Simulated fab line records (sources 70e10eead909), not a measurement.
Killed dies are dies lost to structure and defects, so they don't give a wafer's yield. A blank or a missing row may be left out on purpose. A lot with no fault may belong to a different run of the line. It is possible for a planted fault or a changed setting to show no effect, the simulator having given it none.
fab line records	flow nand-harc
[record] lots = 12	wafers = 36	last-day = 24
route steps=1159 shown P_GATE@174 END@1159
lots that met no fault: taken from a fault-free run of the same line
start-h: hours from the record's first day to the start of the lot's first wafer shown	wait-h: how many hours have passed since the lot's step before this one	" as in the row above	L1.1+2: several wafers, shown together as one row	- value missing, or start not given	* or withheld: withheld	< > ~ a bound
route shown NAME@n: a module of which the file shows steps, and the number in the route of the first	usual: mean and standard deviation over wafers with no fault	same: alike in all rows	chamber/n: place in a boat	sites: each site's reading	_std_site: how widely they spread, as a standard deviation	_edge_site: the outer-site mean with the inner-site mean subtracted	radius-mm: for every site, how far away it sits from the centre of the wafer	mask NAME#n: copy n	behind: tool/chamber where the wafer was last shaped	hold: what put the lot on hold/how long, in hours/how the hold closed	device: transistor that didn't switch, given as n, p or np	end of line: tests of these same wafers at the route's end	where a step has no rows: the recipe by itself	killed: the dies lost at the first sort to structure and to defects; this is not the yield of the wafer	map: per-die view of a wafer (x killed, . not killed, _ where there is no die)
set.NAME: the setting the step ran with; set.NAME@STEP: the setting that earlier step ran with	model.NAME: the simulator's own value behind a step, which no gauge read
a sample of lots followed through the steps of the route, with each step as a table and each wafer as a row
services: when a tool's chamber went out of use (start-h, in hours from the record's first day, below 0 if earlier), for how many hours, and the reason
[[steps]]
[step NHARC_P_GATE_STRIP_111]
[recipe] power-w = 1500	temp-c = 110	time-s = 250	chemistry = N2/H2
[usual] drypump-motor-current-A = 5.57/0.18	heater-power-w = 89/3.8
lot.wafer	tool	chamber	start-h	wait-h	drypump-motor-current-A	heater-power-w	rf-hours-counter-h
L348.2	plasma-asher-01	1	99.09	0.2	5.78	87	52
L348.3	"	0	"	"	5.32	96	-
L348.5	"	0	"	"	5.36	95	-
L350.4	plasma-asher-01	1	115.93	0.3	5.77	84	-
L350.5	"	0	"	"	5.38	91	-
L350.6	"	1	"	"	5.78	85	-
L356.3	plasma-asher-01	1	148.36	0.2	5.77	83	-
L356.5	"	1	"	"	5.78	83	-
L356.6	"	0	"	"	5.35	92	-
L355.2	plasma-asher-02	0	148.42	0.2	5.44	87	49
L355.4	"	1	"	"	5.75	93	-
L355.5	"	1	"	"	5.75	94	-
L354.2	plasma-asher-01	1	148.70	0.2	5.76	81	12
L354.3	"	0	"	"	5.38	92	-
L354.4	"	1	"	"	5.78	83	-
L359.2	plasma-asher-01	1	165.40	0.2	5.76	84	18
L359.3	"	0	"	"	5.36	91	-
L359.4	"	1	"	"	5.77	83	-
L361.1	plasma-asher-01	0	183.19	0.2	5.38	89	23
L361.4	"	0	"	"	5.34	90	-
L361.5	"	0	"	"	5.33	91	-
L362.2	plasma-asher-01	1	189.43	1.8	5.76	86	29
L362.4	"	0	"	"	5.33	91	-
L362.3	"	1	"	"	5.74	86	-
L365.1	plasma-asher-02	1	195.62	0.3	5.75	92	1
L365.3	"	0	"	"	5.41	92	-
L365.4	"	1	"	"	5.73	92	-
L366.1	plasma-asher-01	1	209.79	0.2	5.75	85	37
L366.2	"	0	"	"	5.35	91	37
L366.5	"	0	"	"	5.36	92	-
L368.2	plasma-asher-01	0	223.48	0.2	5.37	90	41
L368.4	"	0	"	"	5.37	88	-
L368.3	"	1	"	"	5.75	85	-
L371.3	plasma-asher-02	0	234.22	0.3	5.47	93	-
L371.5	"	0	"	"	5.44	93	-
L371.6	"	1	"	"	5.75	92	-
[step NHARC_P_GATE_CD_MEAS_59]
[recipe] target-cd-nm = 720	landing-energy-ev = 500
[usual] cd-nm = 720.0/2.1
lot.wafer	tool	chamber	start-h	wait-h	cd-nm
L348.2	cd-sem-01	0	100.32	-	718.9
L348.3	"	0	"	"	718.4
L348.5	"	0	"	"	723.1
L350.4	cd-sem-02	0	117.02	-	722.3
L350.5	"	0	"	"	716.3
L350.6	"	0	"	"	720.7
L356.3	cd-sem-01	0	149.36	-	721.7
L356.5	"	0	"	"	718.2
L356.6	"	0	"	"	716.3
L355.2	cd-sem-01	0	149.64	-	722.4
L355.4	"	0	"	"	721.9
L355.5	"	0	"	"	720.2
L354.2	cd-sem-03	0	149.88	-	720.3
L354.3	"	0	"	"	722.5
L354.4	"	0	"	"	721.8
L359.2	cd-sem-03	0	166.57	-	717.2
L359.3	"	0	"	"	720.1
L359.4	"	0	"	"	717.9
L361.1	cd-sem-03	0	184.42	-	723.4
L361.4	"	0	"	"	719.4
L361.5	"	0	"	"	722.1
L362.2	cd-sem-01	0	190.61	-	722.0
L362.3	"	0	"	"	720.8
L362.4	"	0	"	"	721.5
L365.1	cd-sem-01	0	196.80	-	721.6
L365.3	"	0	"	"	723.6
L365.4	"	0	"	"	721.8
L366.1	cd-sem-02	0	211.01	-	721.6
L366.2	"	0	"	"	720.8
L366.5	"	0	"	"	722.1
L368.2	cd-sem-01	0	224.58	-	717.4
L368.3	"	0	"	"	719.5
L368.4	"	0	"	"	716.5
L371.3	cd-sem-03	0	235.38	-	718.7
L371.5	"	0	"	"	719.9
L371.6	"	0	"	"	715.7
[step NHARC_P_GATE_DESCUM_61]
[recipe] time-s = 3	o2-flow-sccm = 200	ar-flow-sccm = 0	bias-power-w = 0	chemistry = O2
[usual] drypump-motor-current-A = 5.7/0.53	oes-product-au = 1.001/0.011	rf-vpp-V = 57.6/0.94	showerhead-plenum-p-Torr = 1.89/0.082	throttle-valve-pct = 11.311/0.01
lot.wafer	tool	chamber	start-h	wait-h	drypump-motor-current-A	oes-product-au	rf-hours-counter-h	rf-vpp-V	showerhead-plenum-p-Torr	throttle-valve-pct
L348.3	rie-diel-08	2	100.48	-	6.1	1.024	29	57.1	1.91	11.304
L348.2	"	3	"	"	5.2	0.996	29	58.8	1.82	11.319
L348.5	"	3	"	"	5.2	1.002	-	57.7	1.82	11.328
L350.4	rie-diel-08	0	117.18	-	5.5	1.010	30	58.6	1.94	11.316
L350.5	"	3	"	"	5.2	1.001	-	58.0	1.82	11.322
L350.6	"	0	"	"	5.6	1.005	-	57.1	1.94	11.303
L356.3	rie-diel-08	3	149.56	-	5.2	1.000	3	54.9	1.82	11.287
L356.6	"	0	"	"	5.6	1.016	-	57.8	1.94	11.301
L356.5	"	1	"	"	6.6	1.000	-	57.8	1.86	11.315
L355.4	rie-diel-08	3	149.80	-	5.2	1.004	3	56.6	1.82	11.302
L355.2	"	1	"	"	6.5	1.007	3	58.4	1.86	11.311
L355.5	"	0	"	"	5.5	1.027	-	59.4	1.94	11.318
L354.2	rie-diel-05	0	150.10	-	5.3	0.985	59	58.0	2.06	11.303
L354.4	"	1	"	"	6.1	0.976	61	59.0	1.94	11.302
L354.3	"	3	"	"	5.0	0.993	57	58.5	2.00	11.297
L359.4	rie-diel-08	0	166.74	-	5.6	1.018	7	58.5	1.94	11.302
L359.2	"	1	"	"	6.6	1.008	7	57.6	1.86	11.316
L359.3	"	2	"	"	6.1	0.995	6	57.9	1.91	11.322
L361.4	rie-diel-08	1	184.60	-	6.6	0.998	10	57.2	1.86	11.317
L361.1	"	2	"	"	6.0	1.007	9	57.0	1.91	11.309
L361.5	"	0	"	"	5.6	1.026	-	58.0	1.94	11.311
L362.4	rie-diel-05	3	190.76	-	5.0	1.011	7	59.3	2.00	11.327
L362.3	"	1	"	"	6.1	1.012	7	57.1	1.94	11.311
L362.2	"	2	"	"	6.4	1.008	7	57.7	2.07	11.305
L365.4	rie-diel-08	2	196.96	-	6.0	1.000	12	58.3	1.91	11.314
L365.3	"	0	"	"	5.5	1.021	13	58.1	1.93	11.314
L365.1	"	1	"	"	6.6	1.002	12	58.2	1.86	11.303
L366.1	rie-diel-07	3	211.17	-	5.7	1.004	45	56.2	1.76	11.334
L366.2	"	1	"	"	6.1	0.997	51	57.1	1.80	11.307
L366.5	"	3	"	"	5.7	1.006	-	56.7	1.76	11.314
L368.2	rie-diel-07	1	224.79	-	6.1	0.995	58	59.1	1.80	11.305
L368.4	"	2	"	"	4.9	0.987	54	56.7	1.92	11.314
L368.3	"	3	"	"	5.7	0.999	52	58.9	1.76	11.309
L371.3	rie-diel-08	1	235.59	-	6.6	1.000	21	57.0	1.86	11.320
L371.5	"	3	"	"	5.2	0.985	-	56.6	1.82	11.301
L371.6	"	0	"	"	5.6	1.014	-	57.7	1.93	11.313
[step NHARC_P_GATE_STRIP_113]
[recipe] power-w = 1500	temp-c = 110	time-s = 740	chemistry = N2/H2
[usual] drypump-motor-current-A = 5.57/0.18	heater-power-w = 89/3.8
lot.wafer	tool	chamber	start-h	wait-h	drypump-motor-current-A	heater-power-w	rf-hours-counter-h
L348.2	plasma-asher-02	0	103.82	1.3	5.42	88	35
L348.3	"	0	"	"	5.44	87	-
L348.5	"	0	"	"	5.43	86	-
L350.4	plasma-asher-02	0	119.63	0.5	5.42	86	-
L350.5	"	1	"	"	5.73	94	-
L350.6	"	0	"	"	5.43	87	-
L356.3	plasma-asher-01	0	151.83	0.5	5.33	92	-
L356.6	"	1	"	"	5.78	84	-
L356.5	"	0	"	"	5.28	91	-
L355.2	plasma-asher-02	1	152.08	0.3	5.73	96	51
L355.4	"	1	"	"	5.73	92	-
L355.5	"	0	"	"	5.43	85	-
L354.2	plasma-asher-02	1	152.85	0.8	5.73	92	52
L354.3	"	1	"	"	5.72	93	-
L354.4	"	0	"	"	5.43	90	-
L359.2	plasma-asher-02	0	168.80	0.3	5.43	87	56
L359.3	"	1	"	"	5.73	93	-
L359.4	"	0	"	"	5.43	87	-
L361.1	plasma-asher-01	0	188.07	1.6	5.40	92	28
L361.4	"	0	"	"	5.35	92	-
L361.5	"	0	"	"	5.39	90	-
L362.2	plasma-asher-01	1	193.36	0.2	5.78	84	31
L362.4	"	1	"	"	5.78	82	-
L362.3	"	0	"	"	5.35	91	-
L365.1	plasma-asher-02	1	199.04	0.2	5.71	91	3
L365.4	"	1	"	"	5.73	93	-
L365.3	"	0	"	"	5.45	94	-
L366.2	plasma-asher-02	0	213.55	0.2	5.42	93	7
L366.1	"	1	"	"	5.72	90	7
L366.5	"	1	"	"	5.73	92	-
L368.2	plasma-asher-01	0	226.89	0.3	5.36	91	43
L368.3	"	1	"	"	5.76	85	-
L368.4	"	0	"	"	5.34	93	-
L371.3	plasma-asher-01	1	238.08	0.5	5.76	83	-
L371.5	"	0	"	"	5.33	91	-
L371.6	"	1	"	"	5.76	86	-
[step NHARC_P_GATE_INSPECT_68]
[usual] raw-defect-count = 192/85
lot.wafer	tool	chamber	start-h	wait-h	raw-defect-count
L348.2	defect-inspect-01	-	106.65	0.1	155
L348.3	"	-	"	"	254
L348.5	"	-	"	"	208
L350.4	defect-inspect-01	-	121.94	0.1	101
L350.5	"	-	"	"	185
L350.6	"	-	"	"	176
L356.3	defect-inspect-01	-	154.01	0.1	185
L356.5	"	-	"	"	220
L356.6	"	-	"	"	318
L355.2	defect-inspect-01	-	154.62	0.1	121
L355.4	"	-	"	"	115
L355.5	"	-	"	"	226
L354.2	defect-inspect-02	-	155.38	0.1	92
L354.3	"	-	"	"	150
L354.4	"	-	"	"	127
L359.2	defect-inspect-01	-	171.28	0.2	152
L359.3	"	-	"	"	299
L359.4	"	-	"	"	238
L361.1	defect-inspect-01	-	190.49	0.2	150
L361.4	"	-	"	"	81
L361.5	"	-	"	"	132
L362.2	defect-inspect-01	-	195.91	0.1	146
L362.3	"	-	"	"	201
L362.4	"	-	"	"	101
L365.1	defect-inspect-02	-	201.64	0.2	482
L365.3	"	-	"	"	517
L365.4	"	-	"	"	569
L366.1	defect-inspect-02	-	216.09	0.2	659
L366.2	"	-	"	"	524
L366.5	"	-	"	"	613
L368.2	defect-inspect-01	-	229.87	0.1	131
L368.3	"	-	"	"	198
L368.4	"	-	"	"	221
L371.3	defect-inspect-01	-	240.25	0.1	217
L371.5	"	-	"	"	203
L371.6	"	-	"	"	158
[step NHARC_END_SORT_01]
[recipe] temp-c = 25
[usual] killed-at-array = 27/12	killed-at-other = 0.8/1	killed-at-periphery = 4.0/2.5	killed-dies = 32/11	killed-open = 3.3/1.8	killed-short = 2.0/1.5
[same] gross-dies = 677
lot.wafer	tool	chamber	start-h	wait-h	killed-at-array	killed-at-other	killed-at-periphery	killed-dies	killed-open	killed-short
L354.2	prober-02	0	489.40	2.8	39	0	2	41	1	2
L354.3	prober-02	0	490.22	3.1	44	0	1	45	4	3
L354.4	prober-02	0	491.03	3.4	34	0	1	35	5	2
L361.1	prober-01	0	507.74	2.5	15	0	1	16	1	1
L361.4	prober-01	0	510.10	3.4	29	0	3	32	3	2
L361.5	prober-01	0	510.88	3.6	9	0	2	11	3	1
L365.1	prober-01	0	543.91	2.5	32	1	48	81	6	1
L365.3	prober-01	0	545.52	3.1	49	0	49	98	5	0
L365.4	prober-01	0	546.32	3.4	36	0	42	78	3	1
L366.1	prober-01	0	551.74	2.5	33	0	44	77	2	1
L366.2	prober-01	0	552.55	2.8	41	0	54	95	4	2
L366.5	prober-01	0	554.95	3.7	33	0	45	78	2	4
// killed by level:class
L354.2 A_CHANNEL_HOLE_D1:chamber-film-flake=14 A_SLIT:chamber-film-flake=13 A_STAIRCASE:chamber-film-flake=5 A_CONTACT:chamber-film-flake=3 P_M1:geometric-particle:short=1 A_ONON_D1:geometric-particle:short=1 A_M0:geometric-particle:open=1 P_STI:chamber-film-flake=1
L354.3 A_CHANNEL_HOLE_D1:chamber-film-flake=22 A_SLIT:chamber-film-flake=8 A_CONTACT:chamber-film-flake=4 A_STAIRCASE:chamber-film-flake=2 A_WL_FILL:chamber-film-flake=2 P_M0:geometric-particle:open=1 A_CHANNEL_HOLE_D1:geometric-particle:short=1 A_WL_FILL:geometric-particle:short=1
L354.4 A_CHANNEL_HOLE_D1:chamber-film-flake=11 A_SLIT:chamber-film-flake=8 A_STAIRCASE:chamber-film-flake=7 A_CONTACT:geometric-particle:open=3 A_CHANNEL_FILL_D1:geometric-particle:short=2 A_CHANNEL_HOLE_D1:geometric-particle:open=1 A_STAIRCASE:geometric-particle:open=1 P_STI:chamber-film-flake=1
L361.1 A_CHANNEL_HOLE_D1:chamber-film-flake=5 A_CONTACT:chamber-film-flake=4 A_BLC:chamber-film-flake=3 A_STAIRCASE:geometric-particle:open=1 A_CONTACT:geometric-particle:short=1 P_GATE:chamber-film-flake=1 A_STAIRCASE:chamber-film-flake=1
L361.4 A_CHANNEL_HOLE_D1:chamber-film-flake=8 A_STAIRCASE:chamber-film-flake=8 A_BLC:chamber-film-flake=7 P_M0:geometric-particle:open=1 P_M0:geometric-particle:short=1 A_SGD_CUT:geometric-particle:short=1 A_WL_FILL:geometric-particle:open=1 A_CONTACT:geometric-particle:open=1
L361.5 A_CHANNEL_HOLE_D1:chamber-film-flake=5 A_M1:geometric-particle:open=2 P_GATE:chamber-film-flake=2 A_SGD_CUT:geometric-particle:short=1 A_BLC:geometric-particle:open=1
L365.1 P_GATE:unspecified=45 A_CHANNEL_HOLE_D1:chamber-film-flake=20 A_SLIT:chamber-film-flake=5 A_WL_FILL:geometric-particle:open=2 P_CONTACT:geometric-particle:open=1 P_M0:geometric-particle:open=1 A_CHANNEL_FILL_D1:geometric-particle:open=1 A_M0:geometric-particle:open=1
L365.3 P_GATE:unspecified=47 A_CHANNEL_HOLE_D1:chamber-film-flake=20 A_SLIT:chamber-film-flake=16 A_CONTACT:chamber-film-flake=5 A_M0:geometric-particle:open=4 A_STAIRCASE:chamber-film-flake=3 A_CONTACT:geometric-particle:open=1 P_M0:chamber-film-flake=1
L365.4 P_GATE:unspecified=40 A_SLIT:chamber-film-flake=17 A_CHANNEL_HOLE_D1:chamber-film-flake=12 A_CONTACT:geometric-particle:open=2 A_STAIRCASE:chamber-film-flake=2 A_CONTACT:chamber-film-flake=2 P_M2:geometric-particle:open=1 A_M0:geometric-particle:short=1
L366.1 P_GATE:unspecified=43 A_CHANNEL_HOLE_D1:chamber-film-flake=17 A_SLIT:chamber-film-flake=7 A_CONTACT:chamber-film-flake=3 P_GATE:geometric-particle:open=1 A_CHANNEL_FILL_D1:geometric-particle:short=1 A_CONTACT:geometric-particle:open=1 A_CHANNEL_FILL_D1:chamber-film-flake=1
L366.2 P_GATE:unspecified=52 A_CHANNEL_HOLE_D1:chamber-film-flake=16 A_SLIT:chamber-film-flake=16 A_CONTACT:geometric-particle:open=2 A_STAIRCASE:chamber-film-flake=2 A_BLC:chamber-film-flake=2 P_CONTACT:geometric-particle:open=1 A_ONON_D1:geometric-particle:short=1
L366.5 P_GATE:unspecified=44 A_CHANNEL_HOLE_D1:chamber-film-flake=8 A_CONTACT:chamber-film-flake=7 A_SLIT:chamber-film-flake=6 A_BLC:chamber-film-flake=3 A_CHANNEL_HOLE_D1:geometric-particle:short=2 A_STAIRCASE:chamber-film-flake=2 A_CHANNEL_HOLE_D1:geometric-particle:open=1
[[services]]
tool	chamber	start-h	hours	kind
rie-diel-08	0	79.35	-	clean
rie-diel-08	1	79.35	-	clean
rie-diel-08	2	79.35	-	clean
plasma-asher-01	-	94.30	4.7	repair
plasma-asher-01	1	99.46	9.0	vent-cycle
plasma-asher-01	0	108.46	-	clean
plasma-asher-01	1	108.46	-	clean
rie-diel-08	0	123.11	2.8	repair
rie-diel-08	-	124.80	9.0	pm
rie-diel-07	1	134.44	4.8	repair
rie-diel-05	2	158.73	11.6	repair
rie-diel-05	-	163.60	9.0	pm
rie-diel-07	2	165.51	13.2	repair
rie-diel-07	3	180.26	7.3	repair
plasma-asher-02	-	183.00	9.0	pm
plasma-asher-02	0	183.00	9.0	vent-cycle
plasma-asher-02	1	183.00	9.0	vent-cycle
rie-diel-07	3	189.83	6.4	repair
plasma-asher-02	0	192.00	-	clean
plasma-asher-02	1	192.00	-	clean
rie-diel-07	0	204.09	19.9	repair
rie-diel-08	1	222.66	4.4	repair
rie-diel-08	3	223.36	4.8	repair
rie-diel-07	-	228.70	9.0	pm
[[key]]
[first-sign] step = NHARC_P_GATE_INSPECT_68	reading = raw-defect-count	direction = up	sigmas = 4.3	usual = 192	struck = 561
[effect] step = NHARC_END_SORT_01	reading = killed-at-periphery	direction = up	sigmas = 17	usual = 4.0	struck = 47
[more-kills-born-at] NHARC_P_GATE_STRIP_113@plasma-asher-02 = 271
met-at NHARC_P_GATE_STRIP_113
struck-lots L365,L366
tester-left-out L365,L366
not-acting-at NHARC_P_GATE_STRIP_111,NHARC_P_GATE_CD_MEAS_59,NHARC_P_GATE_DESCUM_61
onset-between 168.80 199.04
[fault] kind = chamber-particle-source	tool = plasma-asher-02	chamber = -	onset-h = 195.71	steps = NHARC_P_GATE_STRIP_113	rate-per-visit-cm2 = 0.45567	end-h = 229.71
// tester-left-out: of these lots the tester's yield and bins aren't shown, on N5 and GAA mostly nor the transistor test; their killed dies are dies lost to structure and defects alone, not to doping, threshold or leakage, so they don't give the yield
